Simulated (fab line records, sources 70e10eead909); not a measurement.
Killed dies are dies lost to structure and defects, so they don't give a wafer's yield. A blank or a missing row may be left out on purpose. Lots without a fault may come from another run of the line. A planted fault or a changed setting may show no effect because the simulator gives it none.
Chamber matching | flow nand_harc | NHARC_P_STI_ETCH_42 on rie_diel-10: 4 sister chambers
The step etches the open film in N2/H2, target depth 80 nm, overetch 24 nm, time 61 s. 4 wafers are shown with their chamber, then 7 later ones without.

WAFERS WITH THEIR CHAMBER
wafer  | chamber | drypump_motor_current_A (A)
L076.3 | 0       | 5.5
L082.5 | 2       | 5.1
L085.1 | 3       | 5.6
L085.4 | 1       | 5.4

WAFERS WITHOUT THEIR CHAMBER
wafer  | drypump_motor_current_A (A)
L085.5 | 5.1
L088.3 | 5.4
L088.4 | 5.6
L088.6 | 5.5
L096.2 | 5.5
L096.3 | 5.3
L096.6 | 5.6

WHICH CHAMBER EACH WENT THROUGH
wafer  | from the rows above | in truth
L085.5 | 2                   | 2
L088.3 | 1                   | 1
L088.4 | 3                   | 3
L088.6 | 0                   | 0
L096.2 | 0                   | 0
L096.3 | 1                   | 1
L096.6 | 3                   | 3
Placed correctly: 7 of 7. Can't be placed from these rows: 0. Placed wrongly: 0.
How it was worked out, from the rows above alone: a wafer's distance from a chamber is the root of the sum, over the readings, of the square of ((its reading less the chamber's mean) divided by the reading's scatter). The wafer belongs to the nearest chamber; if the next one is less than 2 further off, it can't be placed. A chamber's mean is the mean of its shown wafers. The scatter: with one shown wafer a chamber, the root of the mean of the squares of how far each hidden wafer lies from its nearest shown one.
